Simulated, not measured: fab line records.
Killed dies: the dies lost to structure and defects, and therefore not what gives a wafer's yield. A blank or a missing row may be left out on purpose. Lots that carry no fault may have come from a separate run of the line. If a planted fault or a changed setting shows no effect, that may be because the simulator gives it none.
fab line records	flow n5-finfet
record: lots: 9	wafers: 26	last-day: 18
route steps=1938 shown BEOL_M0_CUTY@711 BEOL_M0@715 BEOL_M4@1111 PASSIVATION@1936
lots that met no fault: taken from a fault-free run of the same line
start-h: hours from the record's opening day to when the first of the lot's shown wafers began	wait-h: hours elapsed since this lot's preceding step	" same as the row above	L1.1+2: one row covering several wafers at once	- either no value or no given start	* or withheld: withheld	< > ~ a bound
route shown NAME@n: NAME is a module with steps in the file, n the number in the route of the first one	usual: average and standard deviation across the fault-free wafers	same: alike in all rows	chamber/n: place in a boat	sites: readings site by site	_std_site: how widely they spread, as a standard deviation	_edge_site: mean of outer sites minus mean of inner sites	radius-mm: how far each site lies from the wafer's centre	mask NAME#n: copy n	behind: the tool/chamber that last shaped the wafer	hold: why the lot was held/for how many hours/how that ended	device: the transistor (n, p or np) that didn't switch	end of line: the tests these same wafers got at the end of their route	for a step that has no rows: nothing shown but its recipe	killed: dies that structure and defects cost at the first sort, which is not the same as the wafer's yield	map: per-die view of a wafer (x killed, . not killed, _ where there is no die)
set.NAME: the setting the step ran with; set.NAME@STEP: the setting that earlier step ran with	model.NAME: the simulator's own value behind a step, which no gauge read
the route's steps for a sample of lots (tables are steps, rows are wafers)
services: a tool's chamber out of use, with start hour (start-h, from the record's first day; less than 0 if before it), hours out, and reason
== steps ==
step: N5_BEOL_M0_CUTY_DESCUM_61
recipe: chemistry: O2	time-s: 7.9	source-power-w: 50	bias-power-w: 20	pressure-mtorr: 20	rf-frequency-hz: 2.712e+07	temp-c: 40	resist: CAR-ArF-block	o2-flow-sccm: 225
usual: drypump-motor-current-A: 5.6/0.49	oes-product-au: 0.80/0.098	rf-vpp-V: 243.0/1.3	showerhead-plenum-p-Torr: 2.09/0.065	throttle-valve-pct: 20.43/0.26
lot.wafer	tool	chamber	start-h	wait-h	drypump-motor-current-A	oes-product-au	rf-hours-counter-h	rf-vpp-V	showerhead-plenum-p-Torr	throttle-valve-pct
L100.2	rie-diel-02	0	126.97	0.4	5.1	0.71	199	244.1	1.98	20.81
L100.3	"	3	"	"	5.3	0.95	10	245.5	2.24	20.26
L100.5	"	3	"	"	5.3	0.96	-	244.9	2.24	20.27
L101.2	rie-diel-02	3	129.29	0.0	5.3	0.97	10	246.2	2.24	20.27
L101.4	"	2	"	"	5.1	0.87	40	242.2	2.05	20.28
L101.5	"	2	"	"	5.1	0.87	-	240.8	2.05	20.29
L102.2	rie-diel-04	2	137.15	0.3	5.1	0.70	249	242.6	2.07	20.62
L102.5	"	3	"	"	6.2	0.68	-	243.1	2.06	20.52
L102.6	"	0	"	"	4.9	0.68	-	243.4	2.04	20.49
L103.2	rie-diel-02	0	144.21	0.0	5.1	0.71	204	240.6	1.98	20.79
L103.4	"	3	"	"	5.3	0.95	15	244.4	2.24	20.27
L103.6	"	2	"	"	5.1	0.86	-	242.7	2.05	20.29
L109.2	rie-diel-04	2	178.12	0.1	5.1	0.96	6	242.5	2.07	20.31
L109.4	"	3	"	"	6.2	0.95	-	242.8	2.06	20.08
L109.6	"	1	"	"	6.0	0.73	-	244.4	2.16	20.85
L110.1	rie-diel-03	2	189.52	0.0	5.9	0.69	227	243.8	2.08	20.53
L110.2	"	3	"	"	5.2	0.73	152	243.9	2.16	20.30
L110.4	"	3	"	"	5.1	0.73	-	244.3	2.16	20.27
L112.2	rie-diel-03	2	198.54	0.3	5.8	0.69	231	243.1	2.08	20.52
L112.3	"	3	"	"	5.2	0.74	156	244.4	2.16	20.31
L112.6	"	1	"	"	5.3	0.80	-	241.4	2.05	20.32
L117.1	rie-diel-02	2	224.55	0.0	5.1	0.82	77	242.8	2.04	20.34
L117.5	"	2	"	"	5.1	0.83	-	242.6	2.04	20.35
L117.6	"	3	"	"	5.3	0.89	-	244.5	2.22	20.30
L121.1	rie-diel-04	1	252.15	0.0	6.0	0.70	229	244.8	2.15	20.89
L121.4	"	2	"	"	5.1	0.89	-	243.4	2.06	20.34
step: N5_BEOL_M0_ETCH_138
recipe: chemistry: CH3F/O2	target-depth-a: 120	target: SiCN	time-s: 31.6	ion-energy-ev: 120	pressure-mtorr: 30	source-w: 395	bias-w: 75	Ar_flow_sccm: 150	CH3F_flow_sccm: 30	O2_flow_sccm: 20	ends: cleared
usual: drypump-motor-current-A: 5.6/0.49	etch-rf-on-time-s: 29.3/0.85	mfc-ar-sccm: 149.9/0.47	oes-product-au: 0.68/0.083	rf-vpp-V: 297.2/1.5	showerhead-plenum-p-Torr: 1.99/0.066	throttle-valve-pct: 16.30/0.28
lot.wafer	tool	chamber	start-h	wait-h	drypump-motor-current-A	etch-rf-on-time-s	mfc-ar-sccm	oes-product-au	rf-hours-counter-h	rf-vpp-V	showerhead-plenum-p-Torr	throttle-valve-pct
L100.2	rie-diel-02	0	127.17	0.0	5.1	29.4	150.9	0.61	199	294.4	1.91	16.78
L100.3	"	3	"	"	5.3	28.0	149.2	0.83	10	298.4	2.13	16.06
L100.5	"	3	"	"	5.3	28.4	149.7	0.83	-	301.0	2.13	16.07
L101.2	rie-diel-02	3	129.49	0.0	5.3	28.0	150.8	0.83	10	300.2	2.13	16.06
L101.4	"	2	"	"	5.1	29.8	150.4	0.74	40	296.9	1.95	16.10
L101.5	"	2	"	"	5.1	29.2	150.1	0.75	-	295.8	1.95	16.06
L102.2	rie-diel-04	2	137.36	0.0	5.1	29.4	150.0	0.60	249	296.5	1.97	16.48
L102.5	"	3	"	"	6.2	29.5	149.4	0.60	-	295.2	1.96	16.38
L102.6	"	0	"	"	5.0	30.1	150.6	0.59	-	297.7	1.96	16.49
L103.2	rie-diel-02	0	144.42	0.0	5.1	29.4	149.1	0.61	204	295.3	1.90	16.80
L103.4	"	3	"	"	5.3	29.6	150.4	0.82	15	299.5	2.13	16.06
L103.6	"	2	"	"	5.1	30.7	149.7	0.73	-	296.3	1.95	16.10
L109.2	rie-diel-04	2	178.33	0.0	5.1	28.3	149.5	0.82	7	297.0	1.96	16.05
L109.4	"	3	"	"	6.2	31.0	149.7	0.82	-	297.1	1.96	15.89
L109.6	"	1	"	"	6.0	29.0	149.4	0.62	-	298.4	2.07	16.70
L110.1	rie-diel-03	2	189.72	0.0	5.9	30.4	150.1	0.60	227	296.5	1.97	16.35
L110.2	"	3	"	"	5.1	30.0	149.8	0.63	152	299.4	2.08	16.38
L110.4	"	3	"	"	5.2	30.7	149.8	0.63	-	299.2	2.09	16.37
L112.2	rie-diel-03	2	198.75	0.0	5.9	27.8	149.9	0.60	231	295.6	1.97	16.38
L112.3	"	3	"	"	5.2	29.1	150.4	0.63	156	297.5	2.08	16.37
L112.6	"	1	"	"	5.3	28.8	150.3	0.69	-	297.3	1.94	16.04
L117.1	rie-diel-02	2	224.75	0.0	5.1	29.1	149.6	0.69	77	295.4	1.94	16.16
L117.5	"	2	"	"	5.1	30.1	150.1	0.70	-	297.1	1.94	16.14
L117.6	"	3	"	"	5.3	29.2	149.9	0.75	-	299.4	2.12	16.12
L121.1	rie-diel-04	1	252.36	0.0	6.0	28.0	149.1	0.60	229	299.2	2.06	16.77
L121.4	"	2	"	"	5.1	28.5	150.4	0.76	-	296.5	1.95	16.10
step: N5_BEOL_M0_HM_OPEN_105
recipe: chemistry: Cl2/BCl3	target-depth-a: 120	target: TiN	ion-energy-ev: 150	pressure-mtorr: 10	icp-w: 1000	bias-w: 126	Cl2_flow_sccm: 53.25	bcl3-flow-sccm: 21.75	Ar_flow_sccm: 25
usual: bcl3-flow-sccm: 21.76/0.068	drypump-motor-current-A: 5.8/0.42	mfc-ar-sccm: 25.01/0.076	oes-product-au: 0.70/0.087	throttle-valve-pct: 22.24/0.22
lot.wafer	tool	chamber	start-h	wait-h	bcl3-flow-sccm	drypump-motor-current-A	mfc-ar-sccm	oes-product-au	rf-hours-counter-h	throttle-valve-pct
L101.2	rie-metal-02	0	130.06	0.5	21.64	5.9	25.07	0.64	104	22.15
L101.4	"	0	"	"	21.66	5.9	25.14	0.64	-	22.16
L101.5	"	0	"	"	21.70	5.9	25.07	0.64	-	22.16
L100.2	rie-metal-03	0	131.03	3.8	21.79	6.2	25.00	0.89	19	22.21
L100.3	"	1	"	"	21.81	5.1	24.93	0.80	-	21.82
L100.5	"	1	"	"	21.77	5.1	25.04	0.81	-	21.82
L102.2	rie-metal-02	1	137.82	0.4	21.71	5.6	25.07	0.63	116	22.48
L102.5	"	1	"	"	21.54	5.6	25.02	0.63	-	22.47
L102.6	"	0	"	"	21.79	5.9	25.07	0.64	-	22.16
L103.2	rie-metal-03	0	145.71	1.2	21.75	6.2	24.99	0.87	21	22.22
L103.4	"	0	"	"	21.78	6.2	25.06	0.87	-	22.22
L103.6	"	1	"	"	21.78	5.1	25.10	0.81	-	21.80
L109.2	rie-metal-02	0	182.34	4.0	21.69	5.9	24.94	0.64	109	22.17
L109.4	"	0	"	"	21.59	5.9	25.00	0.63	-	22.14
L109.6	"	1	"	"	21.77	5.6	25.05	0.63	-	22.48
L110.1	rie-metal-01	0	190.89	1.1	21.58	5.5	25.04	0.65	110	22.16
L110.2	"	1	"	"	21.79	6.4	24.94	0.66	103	22.47
L110.4	"	1	"	"	21.75	6.4	24.89	0.66	-	22.47
L112.2	rie-metal-03	1	198.97	0.2	21.80	5.1	24.90	0.78	50	21.83
L112.3	"	1	"	"	21.85	5.2	24.89	0.79	-	21.82
L112.6	"	0	"	"	21.78	6.2	25.00	0.86	-	22.22
L117.1	rie-metal-02	0	224.87	0.1	21.69	5.9	25.15	0.63	112	22.17
L117.5	"	0	"	"	21.70	5.9	25.03	0.63	-	22.17
L117.6	"	1	"	"	21.81	5.6	24.91	0.63	-	22.49
L121.1	rie-metal-01	1	254.92	2.5	21.72	6.4	25.14	0.66	110	22.47
L121.4	"	1	"	"	21.76	6.4	25.05	0.66	-	22.46
step: N5_BEOL_M0_STRIP_104
recipe: chemistry: N2/H2	power-w: 450	temp-c: 40	pressure-mtorr: 20	rf-frequency-hz: 6e+07	overash-fraction: 0.3	bias-power-w: 7	h2-frac: 0.5	n2-flow-sccm: 200	h2-flow-sccm: 200
usual: drypump-motor-current-A: 5.6/0.45	oes-product-au: 0.78/0.086	power-w: 450.0/1.2	rf-vpp-V: 59.1/1.5	showerhead-plenum-p-Torr: 2.54/0.083	throttle-valve-pct: 23.6/0.33
lot.wafer	tool	chamber	start-h	wait-h	drypump-motor-current-A	oes-product-au	power-w	rf-hours-counter-h	rf-vpp-V	showerhead-plenum-p-Torr	throttle-valve-pct
L101.2	rie-diel-04	3	130.25	0.0	6.2	0.70	449.5	244	58.3	2.50	23.5
L101.4	"	1	"	"	6.0	0.75	449.4	177	59.6	2.63	24.1
L101.5	"	2	"	"	5.1	0.70	450.2	-	56.9	2.50	23.7
L100.2	rie-diel-02	3	131.22	0.0	5.3	0.96	449.9	11	58.7	2.69	23.2
L100.3	"	2	"	"	5.1	0.89	452.1	41	58.3	2.49	23.6
L100.5	"	1	"	"	6.4	0.69	449.6	-	57.1	2.50	23.1
L102.2	rie-diel-03	0	138.02	0.0	6.1	0.91	451.0	20	57.1	2.49	23.8
L102.5	"	3	"	"	5.2	0.74	449.7	-	57.5	2.67	23.6
L102.6	"	0	"	"	6.1	0.92	448.4	-	61.6	2.49	23.9
L103.2	rie-diel-03	1	145.92	0.0	5.3	0.86	451.0	59	60.0	2.46	23.2
L103.4	"	3	"	"	5.2	0.75	450.8	132	61.1	2.67	23.7
L103.6	"	2	"	"	5.9	0.71	447.2	-	60.0	2.52	23.7
L109.2	rie-diel-03	3	182.66	0.0	5.2	0.72	376.2	149	58.8	2.66	23.6
L109.4	"	3	"	"	5.2	0.72	375.8	-	59.8	2.66	23.7
L109.6	"	1	"	"	5.3	0.83	377.3	-	57.3	2.46	23.1
L110.1	rie-diel-02	1	191.08	0.0	6.4	0.99	450.0	2	55.2	2.49	22.9
L110.2	"	0	"	"	5.1	0.70	451.6	222	59.3	2.40	23.9
L110.4	"	2	"	"	5.2	0.84	450.2	64	61.0	2.48	23.6
L112.2	rie-diel-03	2	199.33	0.0	5.9	0.70	375.8	231	60.7	2.51	23.8
L112.3	"	3	"	"	5.2	0.74	378.4	157	60.5	2.65	23.7
L112.6	"	2	"	"	5.9	0.70	375.4	-	58.7	2.51	23.7
L117.1	rie-diel-04	0	225.39	0.0	5.0	0.95	451.4	6	59.4	2.52	24.0
L117.5	"	3	"	"	6.2	0.91	450.4	-	56.9	2.49	23.1
L117.6	"	2	"	"	5.1	0.90	451.3	-	59.5	2.49	23.5
L121.1	rie-diel-04	3	255.31	0.0	6.2	0.87	448.8	30	59.4	2.48	23.1
L121.4	"	3	"	"	6.2	0.87	449.0	-	59.1	2.48	23.1
step: N5_BEOL_M4_RC_MEAS_101
usual: DIBL_N: 35.8/1.5	DIBL_P: 35.9/1.8	IOFF_N: 0.152/0.025	IOFF_P: 0.21/0.031	ION_N: 672/11	ION_P: 462/7.4	SS_N: 71.5/0.52	SS_P: 73.2/0.54	VT_N: 250/3	VT_P: -250/3.3
lot.wafer	tool	chamber	start-h	wait-h	DIBL_N[mV/V]	DIBL_P[mV/V]	IOFF_N[nA/um]	IOFF_P[nA/um]	ION_N[uA/um]	ION_P[uA/um]	SS_N[mV/dec]	SS_P[mV/dec]	VT_N[mV]	VT_P[mV]
L101.2	prober-01	0	178.69	0.2	34.4	31.2	0.096	0.13	655	449	70.5	72.3	261	-260
L101.4	"	0	"	"	37.0	34.5	0.137	0.18	672	458	71.1	73.2	253	-254
L101.5	"	0	"	"	36.8	34.3	0.137	0.18	669	458	71.2	73.1	251	-255
L100.2	prober-02	0	178.93	0.2	37.5	36.4	0.161	0.23	675	467	71.4	73.3	249	-247
L100.3	"	0	"	"	38.5	38.3	0.195	0.27	690	474	72.0	73.9	244	-245
L100.5	"	0	"	"	35.5	34.8	0.131	0.20	665	465	71.7	73.3	251	-248
L102.2	prober-01	0	199.76	0.2	33.9	34.8	0.122	0.16	670	457	70.9	72.9	250	-254
L102.5	"	0	"	"	34.9	35.9	0.143	0.17	674	452	70.7	73.0	251	-252
L102.6	"	0	"	"	34.1	35.4	0.125	0.16	665	459	71.5	72.6	251	-256
L103.2	prober-02	0	202.37	0.2	36.1	34.1	0.143	0.20	678	465	71.3	73.3	251	-249
L103.4	"	0	"	"	36.7	34.2	0.153	0.20	659	449	71.6	73.1	249	-247
L103.6	"	0	"	"	36.1	35.3	0.155	0.22	664	461	70.4	73.9	248	-247
L110.1	prober-01	0	236.76	0.0	37.1	37.8	0.177	0.23	667	458	71.3	74.7	248	-248
L110.2	"	0	"	"	34.2	34.8	0.128	0.18	677	467	71.8	73.7	252	-250
L110.4	"	0	"	"	35.5	36.5	0.145	0.20	672	459	71.3	74.1	251	-253
L109.2	prober-02	0	240.07	0.2	35.0	33.4	0.139	0.19	663	457	71.5	73.3	251	-251
L109.4	"	0	"	"	36.5	35.2	0.167	0.21	681	466	72.1	72.9	251	-246
L109.6	"	0	"	"	35.9	34.6	0.151	0.20	670	462	70.9	73.4	250	-248
L112.2	prober-01	0	246.47	0.2	35.0	34.8	0.141	0.19	677	463	71.7	72.9	249	-253
L112.3	"	0	"	"	35.6	35.4	0.143	0.20	667	464	71.7	73.0	253	-251
L112.6	"	0	"	"	35.9	36.6	0.164	0.22	678	466	71.9	73.7	248	-249
L117.1	prober-02	0	285.84	0.0	36.3	38.6	0.179	0.24	677	463	71.6	73.8	247	-249
L117.5	"	0	"	"	36.0	39.4	0.177	0.26	689	477	71.5	73.7	248	-248
L117.6	"	0	"	"	35.3	37.1	0.159	0.22	683	462	71.4	73.4	251	-249
L121.1	prober-02	0	321.00	0.0	35.6	35.7	0.151	0.21	666	465	71.9	73.4	251	-251
L121.4	"	0	"	"	35.0	34.9	0.137	0.19	675	472	71.3	72.8	256	-253
step: N5_PASSIVATION_PROBE_49
usual: defect-limited-yield: 91.7/1.7	killed_at_M0_to_M3: 34/10	killed_at_M4_up: 13/5.1	killed-at-contacts: 12/6.2	killed-at-front-end: 36/12	killed-at-other: 3.2/2.6	killed-dies: 98/20	killed-on-rim: 13/4.5	killed-open: 65/13	killed-short: 32/8.4	sort_bin_5_function: 4.8/1.1	sort_bin_6_memory: 3.2/0.74	sort-n-pass: 1082/20	sort-yield-pct: 91.7/1.7
same: gross-dies: 1180	killed-at-back-side: 0	sort_bin_4_leakage[%]: 0	sort_bin_8_speed[%]: 0
lot.wafer	tool	chamber	start-h	wait-h	defect-limited-yield[%]	killed_at_M0_to_M3	killed_at_M4_up	killed-at-contacts	killed-at-front-end	killed-at-other	killed-dies	killed-on-rim	killed-open	killed-short	sort_bin_5_function[%]	sort_bin_6_memory[%]	sort-n-pass	sort-yield-pct[%]
L100.2	prober-01	-	279.94	0.1	93.5	28	16	9	22	2	77	11	53	21	3.9	2.5	1103	93.5
L100.3	prober-01	-	279.99	0.1	93.6	40	10	11	15	0	76	6	54	21	3.3	3.0	1104	93.6
L100.5	prober-01	-	280.09	0.2	92.9	23	13	11	35	2	84	2	48	36	3.7	3.2	1096	92.9
L110.1	prober-01	-	339.82	0.0	93.3	21	15	2	38	3	79	8	54	25	3.2	3.1	1101	93.3
L110.2	prober-01	-	339.87	0.1	92.5	32	11	6	37	3	89	15	59	30	4.8	2.6	1091	92.5
L110.4	prober-01	-	339.97	0.2	94.6	14	17	4	21	8	64	8	45	19	3.5	1.9	1116	94.6
L109.2	prober-01	-	340.47	0.1	90.6	31	23	14	43	0	111	18	70	31	5.1	3.4	1069	90.6
L109.4	prober-01	-	340.57	0.2	94.0	16	12	15	25	3	71	8	47	24	3.4	2.2	1109	94.0
L109.6	prober-01	-	340.67	0.3	93.2	31	7	13	29	0	80	9	54	26	3.6	3.1	1100	93.2
L112.2	prober-02	-	353.84	0.1	90.1	34	22	6	54	1	117	19	67	50	5.5	3.8	1063	90.1
L112.3	prober-02	-	353.89	0.1	92.0	28	9	3	51	3	94	13	62	32	4.7	3.1	1086	92.0
L112.6	prober-02	-	354.04	0.3	91.0	25	11	17	50	3	106	14	78	26	5.5	3.2	1074	91.0
L121.1	prober-01	-	434.16	0.0	92.5	28	10	25	23	2	88	12	66	22	4.2	2.9	1092	92.5
L121.4	prober-01	-	434.31	0.2	93.2	24	19	12	22	3	80	8	57	23	4.1	2.7	1100	93.2
killed by level:class
L100.2 MOL_CONTACT_COAG:geometric-particle:open=7 STI_FIN_REVEAL:geometric-particle:open=5 DUMMY_GATE:geometric-particle:open=5 BEOL_M0_SAQP:geometric-particle:open=5 BEOL_M0_SAQP:geometric-particle:short=5 BEOL_M2:geometric-particle:open=5 BEOL_M3:geometric-particle:open=5 BEOL_M5:geometric-particle:open=5
L100.3 MOL_CONTACT_COAG:geometric-particle:open=9 BEOL_M2:geometric-particle:open=9 BEOL_M0_SAQP:geometric-particle:short=8 BEOL_M3:geometric-particle:open=8 BEOL_M0_SAQP:geometric-particle:open=7 STI_FIN_REVEAL:geometric-particle:open=5 BEOL_M1:geometric-particle:open=5 DUMMY_GATE:geometric-particle:open=3
L100.5 GATE_CUT:geometric-particle:short=9 MOL_CONTACT_COAG:geometric-particle:open=7 BEOL_M1:geometric-particle:open=6 MOL_CONTACT_COAG:geometric-particle:short=4 STARTING-WAFER:geometric-particle:open=4 BEOL_M1:geometric-particle:short=4 BEOL_M3:geometric-particle:short=4 BEOL_M4:geometric-particle:open=4
L110.1 STI_FIN_REVEAL:geometric-particle:open=12 BEOL_M3:geometric-particle:open=7 BEOL_M1:geometric-particle:open=6 BEOL_M4:geometric-particle:open=6 GATE_CUT:geometric-particle:short=5 FIN_SAQP:geometric-particle:short=4 FIN_SAQP:geometric-particle:open=4 BEOL_M3:geometric-particle:short=3
L110.2 FIN_SAQP:geometric-particle:short=8 STI_FIN_REVEAL:geometric-particle:open=7 BEOL_M3:geometric-particle:open=7 GATE_CUT:geometric-particle:short=5 MOL_CONTACT_COAG:geometric-particle:open=5 BEOL_M0_SAQP:geometric-particle:short=5 BEOL_M0_SAQP:geometric-particle:open=5 BEOL_M1:geometric-particle:open=5
L110.4 BEOL_M4:geometric-particle:open=11 STI_FIN_REVEAL:geometric-particle:open=7 BEOL_M3:geometric-particle:open=7 FIN_SAQP:geometric-particle:short=3 MOL_CONTACT_COAG:geometric-particle:open=3 BEOL_M0_SAQP:geometric-particle:open=3 PAD_METAL:geometric-particle:open=3 DUMMY_GATE:geometric-particle:open=2
L109.2 MOL_CONTACT_COAG:geometric-particle:open=12 BEOL_M2:geometric-particle:open=10 HKMG_FIN:area-etch=10 FIN_SAQP:geometric-particle:short=8 BEOL_M5:geometric-particle:open=8 BEOL_M0_SAQP:geometric-particle:short=6 BEOL_M4:geometric-particle:open=6 FIN_SAQP:geometric-particle:open=5
L109.4 MOL_CONTACT_COAG:geometric-particle:open=12 BEOL_M4:geometric-particle:open=8 GATE_CUT:geometric-particle:short=6 FIN_SAQP:geometric-particle:open=5 BEOL_M0_SAQP:geometric-particle:open=5 FIN_SAQP:geometric-particle:short=4 GATE_CUT:geometric-particle:open=3 MOL_CONTACT_COAG:geometric-particle:short=3
L109.6 MOL_CONTACT_COAG:geometric-particle:open=10 BEOL_M2:geometric-particle:open=9 FIN_SAQP:geometric-particle:open=7 GATE_CUT:geometric-particle:short=5 BEOL_M3:geometric-particle:short=5 FIN_SAQP:geometric-particle:short=4 BEOL_M0_SAQP:geometric-particle:open=4 BEOL_M1:geometric-particle:open=4
L112.2 BEOL_M0_SAQP:geometric-particle:short=12 FIN_SAQP:geometric-particle:short=11 FIN_SAQP:geometric-particle:open=9 BEOL_M4:geometric-particle:open=9 GATE_CUT:geometric-particle:short=7 BEOL_M2:geometric-particle:open=7 BEOL_M0_SAQP:geometric-particle:open=6 ILD0:geometric-particle:open=5
L112.3 BEOL_M1:geometric-particle:open=13 FIN_SAQP:geometric-particle:open=10 STI_FIN_REVEAL:geometric-particle:open=9 GATE_CUT:geometric-particle:short=9 ILD0:geometric-particle:open=4 GATE_CUT:geometric-particle:open=4 BEOL_M3:geometric-particle:open=4 BEOL_M0_SAQP:geometric-particle:short=3
L112.6 MOL_CONTACT_COAG:geometric-particle:open=15 FIN_SAQP:geometric-particle:short=10 FIN_SAQP:geometric-particle:open=10 BEOL_M0_SAQP:geometric-particle:open=7 BEOL_M1:geometric-particle:open=7 ILD0:geometric-particle:open=6 SPACER0:geometric-particle:open=5 GATE_CUT:geometric-particle:open=4
L121.1 MOL_CONTACT_COAG:geometric-particle:open=20 BEOL_M0_SAQP:geometric-particle:open=11 BEOL_M4:geometric-particle:open=7 BEOL_M0_SAQP:geometric-particle:short=6 BEOL_M1:geometric-particle:open=6 MOL_CONTACT_COAG:geometric-particle:short=5 STARTING-WAFER:geometric-particle:open=4 FIN_SAQP:geometric-particle:open=3
L121.4 FIN_SAQP:geometric-particle:open=10 MOL_CONTACT_COAG:geometric-particle:open=10 BEOL_M0_SAQP:geometric-particle:short=8 BEOL_M1:geometric-particle:open=6 BEOL_M4:geometric-particle:open=6 BEOL_M5:geometric-particle:open=6 BEOL_M0_SAQP:geometric-particle:open=3 BEOL_M2:geometric-particle:open=3
== services ==
tool	chamber	start-h	hours	kind
rie-diel-03	1	129.58	13.2	repair
rie-diel-04	2	139.87	-	clean
rie-diel-04	2	139.87	-	consumable-replace:focus-ring
rie-diel-04	2	139.87	23.9	scheduled-down
rie-diel-04	2	139.87	23.9	vent-cycle
rie-metal-02	-	152.42	0.4	repair
rie-diel-04	3	163.89	-	clean
rie-diel-04	3	163.89	-	consumable-replace:focus-ring
rie-diel-04	3	163.89	13.6	scheduled-down
rie-diel-04	3	163.89	13.6	vent-cycle
rie-diel-02	1	166.72	-	clean
rie-diel-02	1	166.72	-	consumable-replace:focus-ring
rie-diel-02	1	166.72	15.5	scheduled-down
rie-diel-02	1	166.72	15.5	vent-cycle
rie-diel-04	0	177.63	-	clean
rie-diel-04	0	177.63	-	consumable-replace:focus-ring
rie-diel-04	0	177.63	29.9	scheduled-down
rie-diel-04	0	177.63	29.9	vent-cycle
rie-metal-03	-	181.71	0.5	repair
rie-diel-03	1	204.96	8.0	repair
rie-metal-02	-	210.46	2.8	pm
rie-diel-03	0	222.41	3.9	repair
rie-diel-04	0	244.97	22.3	repair
rie-diel-03	2	251.38	-	clean
== key ==
first-sign: step: N5_BEOL_M0_STRIP_104	reading: power-w	direction: down	sigmas: 60	usual: *	struck: *
effect none on later readings
met-at N5_BEOL_M0_STRIP_104
struck-lots L109,L112
baseline-loss: step: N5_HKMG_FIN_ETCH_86	wafers: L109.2
not-acting-at N5_BEOL_M0_CUTY_DESCUM_61,N5_BEOL_M0_ETCH_138,N5_BEOL_M0_HM_OPEN_105
onset-between 145.92 182.66
fault: kind: process-parameter-drift	tool: rie-diel-03	chamber: -	onset-h: 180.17	steps: N5_BEOL_M0_STRIP_104	channel: power-w	offset: *	shape: step	end-h: 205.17	acts-in: *	stated: *
baseline-loss: these wafers lose ten dies or more at that step, a loss of the line's own and not of a fault; the sort's usual values leave them out
